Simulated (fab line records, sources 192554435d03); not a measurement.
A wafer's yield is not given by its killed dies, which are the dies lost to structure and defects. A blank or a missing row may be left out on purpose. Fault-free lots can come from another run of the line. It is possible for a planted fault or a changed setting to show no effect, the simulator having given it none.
Which tool did it? | flow n5-finfet | 72 wafers from 24 lots sampled at 5 of the route's 1938 steps

## WHAT EACH GAUGE READ, for each wafer
N5_BEOL_M0_SAQP_CD_MEAS_14: target cd 42.5 nm. Usual: cd-nm reads 42.5 nm (standard deviation 0.39).
lot  | measured     | on        | cd-nm (nm)     | flag
L074 | day 5 15:25  | cd-sem-03 | 42.6 42.1 42.2 |
L075 | day 5 21:13  | cd-sem-03 | 42.6 42.5 42.2 |
L076 | day 6 04:18  | cd-sem-02 | 42.7 42.4 42.5 |
L077 | day 6 12:14  | cd-sem-03 | 42.4 42.4 42.2 |
L078 | day 6 14:35  | cd-sem-02 | 42.6 42.8 42.7 |
L079 | day 6 22:57  | cd-sem-02 | 42.8 42.5 43.0 |
L080 | day 7 06:17  | cd-sem-02 | 41.9 42.6 42.4 |
L081 | day 7 09:15  | cd-sem-02 | 41.5 41.6 42.1 |
L082 | day 7 12:04  | cd-sem-01 | 42.5 41.9 43.2 |
L083 | day 7 17:16  | cd-sem-01 | 42.9 42.5 43.3 |
L084 | day 8 01:33  | cd-sem-03 | 42.7 42.8 42.5 |
L085 | day 8 07:46  | cd-sem-02 | 42.5 41.7 42.5 |
L086 | day 8 20:40  | cd-sem-02 | 42.6 42.4 43.0 |
L087 | day 8 22:38  | cd-sem-03 | 42.4 42.9 42.1 |
L088 | day 9 03:11  | cd-sem-01 | 42.8 42.8 42.5 |
L089 | day 9 05:54  | cd-sem-03 | 41.9 42.2 42.5 |
L090 | day 9 09:42  | cd-sem-03 | 42.5 42.4 42.4 |
L091 | day 9 17:40  | cd-sem-03 | 42.8 42.3 42.4 |
L092 | day 9 23:01  | cd-sem-03 | 42.4 42.9 43.4 |
L093 | day 10 02:01 | cd-sem-02 | 43.5 42.5 42.9 |
L094 | day 10 11:08 | cd-sem-01 | 42.8 42.7 42.2 |
L095 | day 10 16:47 | cd-sem-01 | 42.2 42.0 42.0 |
L096 | day 11 02:20 | cd-sem-01 | 42.3 41.9 42.4 |
L097 | day 11 05:18 | cd-sem-03 | 42.8 42.4 42.6 |

## TOOL THAT RAN EACH LOT (tool first, then ch and the chambers of the sampled wafers, then the start)
lot  | N5_MOL_CONTACT_COAG_ETCH_65        | N5_MOL_CONTACT_COAG_ALD_133       | N5_MOL_CONTACT_COAG_ETCH_124       | N5_MOL_CONTACT_COAG_STRIP_49
L074 | rie-diel-01 ch 0,1, day 5 06:35    | ald-sin-01 ch 1,2,3, day 5 06:44  | rie-diel-05 ch 0,1, day 5 07:06    | plasma-asher-01 ch 0,1, day 5 07:17
L075 | rie-diel-05 ch 0,1,2, day 5 14:29  | ald-sin-01 ch 0,1, day 5 14:52    | rie-diel-05 ch 0,1,2, day 5 15:13  | plasma-asher-01 ch 0,1, day 5 15:25
L076 | rie-diel-02 ch 1,3, day 5 19:45    | ald-sin-02 ch 2,3, day 5 19:51    | rie-diel-02 ch 0,1,3, day 5 20:25  | plasma-asher-02 ch 0,1, day 5 20:35
L077 | rie-diel-02 ch 0,1,3, day 6 04:52  | ald-sin-02 ch 0,3, day 6 04:58    | rie-diel-01 ch 0,1,2, day 6 05:20  | plasma-asher-02 ch 0,1, day 6 05:31
L078 | rie-diel-01 ch 0,1, day 6 06:00    | ald-sin-01 ch 2,3, day 6 06:06    | rie-diel-01 ch 1,2,3, day 6 06:28  | plasma-asher-01 ch 0,1, day 6 06:38
L079 | rie-diel-05 ch 0,1,2, day 6 16:31  | ald-sin-01 ch 1,2,3, day 6 16:37  | rie-diel-02 ch 1,2,3, day 6 16:59  | plasma-asher-02 ch 0,1, day 6 17:09
L080 | rie-diel-01 ch 0,1, day 6 23:28    | ald-sin-02 ch 0,1,3, day 6 23:34  | rie-diel-02 ch 1,2,3, day 6 23:56  | plasma-asher-02 ch 0,1, day 7 00:07
L081 | rie-diel-02 ch 0,1,3, day 7 00:25  | ald-sin-02 ch 1,2,3, day 7 00:38  | rie-diel-05 ch 0,1,2, day 7 01:00  | plasma-asher-02 ch 0,1, day 7 01:11
L082 | rie-diel-02 ch 0,2,3, day 7 06:05  | ald-sin-02 ch 0,1,3, day 7 06:11  | rie-diel-05 ch 0,1,2, day 7 06:33  | plasma-asher-01 ch 0,1, day 7 06:43
L083 | rie-diel-05 ch 1,2,3, day 7 10:12  | ald-sin-03 ch 0,1,2, day 7 10:19  | rie-diel-01 ch 0,1,2, day 7 10:41  | plasma-asher-02 ch 0,1, day 7 10:51
L084 | rie-diel-05 ch 1,2, day 7 19:11    | ald-sin-01 ch 0,1,3, day 7 19:17  | rie-diel-01 ch 0,3, day 7 19:40    | plasma-asher-01 ch 0,1, day 7 19:53
L085 | rie-diel-02 ch 0,1, day 8 00:53    | ald-sin-02 ch 0,3, day 8 00:59    | rie-diel-02 ch 1,2, day 8 01:21    | plasma-asher-01 ch 0,1, day 8 01:32
L086 | rie-diel-01 ch 0,1,3, day 8 12:06  | ald-sin-01 ch 0,2,3, day 8 12:22  | rie-diel-01 ch 1,2, day 8 12:48    | plasma-asher-02 ch 0,1, day 8 12:59
L087 | rie-diel-02 ch 1,2,3, day 8 15:23  | ald-sin-02 ch 0,3, day 8 15:50    | rie-diel-01 ch 0,1, day 8 16:19    | plasma-asher-01 ch 0,1, day 8 16:30
L088 | rie-diel-05 ch 0,1,3, day 8 20:42  | ald-sin-01 ch 0,1,3, day 8 20:48  | rie-diel-01 ch 0,2,3, day 8 21:13  | plasma-asher-02 ch 0,1, day 8 21:24
L089 | rie-diel-02 ch 0,2,3, day 8 21:14  | ald-sin-02 ch 0,2,3, day 8 21:20  | rie-diel-01 ch 2,3, day 8 21:41    | plasma-asher-01 ch 0,1, day 8 21:52
L090 | rie-diel-01 ch 0,1,3, day 9 03:16  | ald-sin-02 ch 0,2,3, day 9 03:22  | rie-diel-05 ch 2,3, day 9 03:44    | plasma-asher-01 ch 0, day 9 03:55
L091 | rie-diel-01 ch 0,2,3, day 9 10:10  | ald-sin-02 ch 0,1,3, day 9 10:16  | rie-diel-01 ch 1,2,3, day 9 10:38  | plasma-asher-01 ch 0,1, day 9 10:49
L092 | rie-diel-01 ch 0,2,3, day 9 13:59  | ald-sin-01 ch 1,2,3, day 9 14:05  | rie-diel-05 ch 0,2,3, day 9 14:26  | plasma-asher-02 ch 0,1, day 9 14:38
L093 | rie-diel-01 ch 1,2,3, day 9 19:57  | ald-sin-01 ch 0,1,2, day 9 20:06  | rie-diel-05 ch 0,1,2, day 9 20:28  | plasma-asher-01 ch 0,1, day 9 20:40
L094 | rie-diel-01 ch 0,3, day 10 03:46   | ald-sin-01 ch 2,3, day 10 04:02   | rie-diel-01 ch 0,2,3, day 10 04:25 | plasma-asher-01 ch 0, day 10 04:35
L095 | rie-diel-05 ch 0,1, day 10 10:18   | ald-sin-02 ch 0,2,3, day 10 10:24 | rie-diel-05 ch 0,1, day 10 10:46   | plasma-asher-01 ch 0,1, day 10 10:56
L096 | rie-diel-01 ch 0,2,3, day 10 19:35 | ald-sin-03 ch 0,2,3, day 10 19:41 | rie-diel-02 ch 1,2,3, day 10 20:03 | plasma-asher-01 ch 0,1, day 10 20:14
L097 | rie-diel-05 ch 0,3, day 10 22:02   | ald-sin-02 ch 1,2,3, day 10 22:08 | rie-diel-02 ch 1,3, day 10 22:35   | plasma-asher-01 ch 0,1, day 10 22:46
- N5_MOL_CONTACT_COAG_ETCH_65: etches underlayer in N2/H2, target depth 13 nm, time 10.4 s.
- N5_MOL_CONTACT_COAG_ALD_133: deposits SiO2, target thk 5 nm, pulse time 1 s, co reactant pulse time 1 s.
- N5_MOL_CONTACT_COAG_ETCH_124: etches SiNx in CH3F/O2, stops on SiOC, target depth 6.5 nm.
- N5_MOL_CONTACT_COAG_STRIP_49: strips in N2/H2, time 30 s.

## AS READ BY THE TOOLS THEMSELVES (means over the sampled wafers that have a number; for cases with no such wafer, the mark the record gives instead)
N5_MOL_CONTACT_COAG_ETCH_65. Usual: drypump-motor-current-A 5.7 A (standard deviation 0.44); etch-rf-on-time-s 10.35 s (standard deviation 0.15); h2-flow-sccm 200.0 sccm (standard deviation 0.54); oes-product-au 0.68 a.u. (standard deviation 0.052); rf-vpp-V 524.4 V (standard deviation 2.1); showerhead-plenum-p-Torr 2.56 Torr (standard deviation 0.063); throttle-valve-pct 17.94 % (standard deviation 0.18).
lot  | tool        | drypump-motor-current-A (A) | etch-rf-on-time-s (s) | h2-flow-sccm (sccm) | oes-product-au (a.u.) | rf-vpp-V (V) | showerhead-plenum-p-Torr (Torr) | throttle-valve-pct (%) | flag
L074 | rie-diel-01 | 5.2                         | 10.33                 | 199.7               | 0.66                  | 525.4        | 2.58                            | 17.87                  |
L075 | rie-diel-05 | 5.6                         | 10.48                 | 199.8               | 0.70                  | 525.1        | 2.56                            | 17.84                  |
L076 | rie-diel-02 | 6.0                         | 10.08                 | 200.1               | 0.64                  | 523.4        | 2.53                            | 18.09                  |
L077 | rie-diel-02 | 5.9                         | 10.23                 | 199.8               | 0.67                  | 523.7        | 2.55                            | 18.00                  |
L078 | rie-diel-01 | 5.2                         | 10.38                 | 200.7               | 0.63                  | 525.8        | 2.59                            | 17.96                  |
L079 | rie-diel-05 | 5.6                         | 10.43                 | 199.8               | 0.69                  | 524.4        | 2.56                            | 17.85                  |
L080 | rie-diel-01 | 5.2                         | 10.33                 | 200.3               | 0.63                  | 524.0        | 2.59                            | 17.98                  |
L081 | rie-diel-02 | 5.9                         | 10.24                 | 200.1               | 0.67                  | 524.5        | 2.55                            | 18.01                  |
L082 | rie-diel-02 | 5.9                         | 10.32                 | 200.2               | 0.72                  | 525.4        | 2.62                            | 17.91                  |
L083 | rie-diel-05 | 5.8                         | 10.30                 | 200.4               | 0.69                  | 523.9        | 2.56                            | 17.79                  |
L084 | rie-diel-05 | 5.4                         | 10.27                 | 200.2               | 0.70                  | 524.1        | 2.55                            | 17.74                  |
L085 | rie-diel-02 | 6.2                         | 10.42                 | 200.3               | 0.65                  | 523.2        | 2.53                            | 17.97                  |
L086 | rie-diel-01 | 5.5                         | 10.35                 | 200.2               | 0.67                  | 524.9        | 2.58                            | 17.88                  |
L087 | rie-diel-02 | 6.0                         | 10.20                 | 199.6               | 0.67                  | 525.8        | 2.59                            | 18.04                  |
L088 | rie-diel-05 | 6.0                         | 10.40                 | 199.7               | 0.66                  | 524.5        | 2.55                            | 17.96                  |
L089 | rie-diel-02 | 5.9                         | 10.25                 | 200.3               | 0.70                  | 525.8        | 2.61                            | 17.93                  |
L090 | rie-diel-01 | 5.5                         | 10.23                 | 200.4               | 0.67                  | 525.4        | 2.58                            | 17.90                  |
L091 | rie-diel-01 | 5.5                         | 10.42                 | 199.8               | 0.68                  | 523.1        | 2.53                            | 17.95                  |
L092 | rie-diel-01 | 5.5                         | 10.27                 | 199.6               | 0.68                  | 522.6        | 2.53                            | 17.94                  |
L093 | rie-diel-01 | 5.6                         | 10.45                 | 200.3               | 0.65                  | 523.9        | 2.54                            | 18.02                  |
L094 | rie-diel-01 | 5.8                         | 10.32                 | 200.1               | 0.70                  | 525.2        | 2.57                            | 17.80                  |
L095 | rie-diel-05 | 5.8                         | 10.48                 | 199.6               | 0.64                  | 524.2        | 2.53                            | 17.97                  |
L096 | rie-diel-01 | 5.5                         | 10.47                 | 200.4               | 0.66                  | 523.8        | 2.52                            | 17.97                  |
L097 | rie-diel-05 | 6.2                         | 10.47                 | 199.6               | 0.66                  | 523.7        | 2.56                            | 18.01                  |

N5_MOL_CONTACT_COAG_ALD_133. Usual: heater-power-w 78 W, standard deviation 5.2; precursor-pulse-height-rel 1.000, standard deviation 0.021.
lot  | tool       | heater-power-w (W) | precursor-pulse-height-rel | flag
L074 | ald-sin-01 | 74                 | 0.995                      |
L075 | ald-sin-01 | 80                 | 0.984                      |
L076 | ald-sin-02 | 73                 | 1.006                      |
L077 | ald-sin-02 | 77                 | 1.011                      |
L078 | ald-sin-01 | 76                 | 1.011                      |
L079 | ald-sin-01 | 75                 | 0.979                      |
L080 | ald-sin-02 | 79                 | 1.011                      |
L081 | ald-sin-02 | 77                 | 1.006                      |
L082 | ald-sin-02 | 78                 | 0.993                      |
L083 | ald-sin-03 | 88                 | 1.006                      |
L084 | ald-sin-01 | 76                 | 0.980                      |
L085 | ald-sin-02 | 78                 | 1.008                      |
L086 | ald-sin-01 | 80                 | 1.031                      |
L087 | ald-sin-02 | 78                 | 0.998                      |
L088 | ald-sin-01 | 76                 | 0.997                      |
L089 | ald-sin-02 | 76                 | 0.987                      |
L090 | ald-sin-02 | 76                 | 0.995                      |
L091 | ald-sin-02 | 79                 | 0.992                      |
L092 | ald-sin-01 | 75                 | 1.019                      |
L093 | ald-sin-01 | 80                 | 0.984                      |
L094 | ald-sin-01 | 74                 | 1.011                      |
L095 | ald-sin-02 | 77                 | 1.006                      |
L096 | ald-sin-03 | 85                 | 1.006                      |
L097 | ald-sin-02 | 76                 | 0.999                      |

N5_MOL_CONTACT_COAG_ETCH_124. Usual: CH3F_flow_sccm 30.00 sccm, standard deviation 0.094; drypump-motor-current-A 5.7 A, standard deviation 0.44; oes-product-au 0.67 a.u., standard deviation 0.052; rf-vpp-V 299 V, standard deviation 4.3; showerhead-plenum-p-Torr 2.02 Torr, standard deviation 0.048; throttle-valve-pct 16.43 %, standard deviation 0.2.
lot  | tool        | CH3F_flow_sccm (sccm) | drypump-motor-current-A (A) | oes-product-au (a.u.) | rf-vpp-V (V) | showerhead-plenum-p-Torr (Torr) | throttle-valve-pct (%) | flag
L074 | rie-diel-05 | 30.09                 | 5.8                         | 0.69                  | 303          | 2.02                            | 16.42                  |
L075 | rie-diel-05 | 29.91                 | 5.6                         | 0.71                  | 303          | 2.02                            | 16.37                  |
L076 | rie-diel-02 | 29.99                 | 5.9                         | 0.67                  | 295          | 2.01                            | 16.46                  |
L077 | rie-diel-01 | 30.04                 | 5.2                         | 0.65                  | 299          | 2.01                            | 16.56                  |
L078 | rie-diel-01 | 29.91                 | 5.5                         | 0.69                  | 298          | 2.02                            | 16.48                  |
L079 | rie-diel-02 | 30.04                 | 6.0                         | 0.67                  | 294          | 2.04                            | 16.41                  |
L080 | rie-diel-02 | 30.07                 | 6.0                         | 0.68                  | 294          | 2.04                            | 16.41                  |
L081 | rie-diel-05 | 30.00                 | 5.6                         | 0.70                  | 303          | 2.02                            | 16.38                  |
L082 | rie-diel-05 | 30.03                 | 5.6                         | 0.69                  | 303          | 2.02                            | 16.39                  |
L083 | rie-diel-01 | 30.05                 | 5.2                         | 0.65                  | 299          | 2.00                            | 16.57                  |
L084 | rie-diel-01 | 30.01                 | 5.4                         | 0.69                  | 303          | 2.02                            | 16.25                  |
L085 | rie-diel-02 | 30.11                 | 6.3                         | 0.66                  | 293          | 2.03                            | 16.47                  |
L086 | rie-diel-01 | 30.08                 | 5.3                         | 0.62                  | 295          | 2.02                            | 16.74                  |
L087 | rie-diel-01 | 29.98                 | 5.2                         | 0.62                  | 298          | 2.05                            | 16.62                  |
L088 | rie-diel-01 | 29.93                 | 5.5                         | 0.68                  | 300          | 2.00                            | 16.37                  |
L089 | rie-diel-01 | 30.00                 | 5.8                         | 0.71                  | 299          | 2.01                            | 16.30                  |
L090 | rie-diel-05 | 30.06                 | 6.0                         | 0.69                  | 297          | 2.01                            | 16.31                  |
L091 | rie-diel-01 | 29.97                 | 5.5                         | 0.65                  | 297          | 2.01                            | 16.53                  |
L092 | rie-diel-05 | 30.01                 | 5.8                         | 0.69                  | 300          | 2.01                            | 16.37                  |
L093 | rie-diel-05 | 29.92                 | 5.6                         | 0.68                  | 302          | 2.01                            | 16.43                  |
L094 | rie-diel-01 | 30.05                 | 5.5                         | 0.67                  | 301          | 1.99                            | 16.40                  |
L095 | rie-diel-05 | 30.00                 | 5.8                         | 0.66                  | 303          | 2.00                            | 16.50                  |
L096 | rie-diel-02 | 30.05                 | 6.0                         | 0.65                  | 293          | 2.03                            | 16.47                  |
L097 | rie-diel-02 | 30.08                 | 5.7                         | 0.61                  | 290          | 1.98                            | 16.58                  |

N5_MOL_CONTACT_COAG_STRIP_49. Usual: drypump-motor-current-A 5.5 A, standard deviation 0.3; h2-flow-sccm 3251 sccm, standard deviation 10; heater-power-w 320 W, standard deviation 18.
lot  | tool            | drypump-motor-current-A (A) | h2-flow-sccm (sccm) | heater-power-w (W) | flag
L074 | plasma-asher-01 | 5.4                         | 3241                | 313                |
L075 | plasma-asher-01 | 5.4                         | 3238                | 315                |
L076 | plasma-asher-02 | 5.4                         | 3255                | 314                |
L077 | plasma-asher-02 | 5.6                         | 3243                | 334                |
L078 | plasma-asher-01 | 5.4                         | 3264                | 315                |
L079 | plasma-asher-02 | 5.6                         | 3247                | 333                |
L080 | plasma-asher-02 | 5.4                         | 3255                | 319                |
L081 | plasma-asher-02 | 5.4                         | 3250                | 313                |
L082 | plasma-asher-01 | 5.4                         | 3256                | 311                |
L083 | plasma-asher-02 | 5.4                         | 3253                | 315                |
L084 | plasma-asher-01 | 5.6                         | 3247                | 323                |
L085 | plasma-asher-01 | 5.4                         | 3252                | 315                |
L086 | plasma-asher-02 | 5.4                         | 3254                | 312                |
L087 | plasma-asher-01 | 5.6                         | 3255                | 320                |
L088 | plasma-asher-02 | 5.6                         | 3249                | 337                |
L089 | plasma-asher-01 | 5.4                         | 3252                | 318                |
L090 | plasma-asher-01 | 5.8                         | 3259                | 322                |
L091 | plasma-asher-01 | 5.6                         | 3255                | 316                |
L092 | plasma-asher-02 | 5.4                         | 3251                | 317                |
L093 | plasma-asher-01 | 5.6                         | 3250                | 315                |
L094 | plasma-asher-01 | 5.8                         | 3250                | 320                |
L095 | plasma-asher-01 | 5.6                         | 3253                | 321                |
L096 | plasma-asher-01 | 5.6                         | 3250                | 318                |
L097 | plasma-asher-01 | 5.4                         | 3258                | 318                |

## THE ANSWER, worked out from the rows above alone
Rule: take the mean of a lot's wafers that have a number; if it is more than 3 standard deviations from the usual mean, the lot is off. Also off: a lot with no number at a reading for which 4 or more lots have one. All remaining lots with rows at the step are treated as sound. Order of review: gauges by route order, followed by the tools' own readings, for which a lot's mean as printed above is used. The first step at which some lot is off is used, and at that step the reading that is off furthest; a lot without a number counts as furthest.
Nothing can be told from this: no lot is off at any reading shown.

## WHAT THE SIMULATOR HAD PUT IN
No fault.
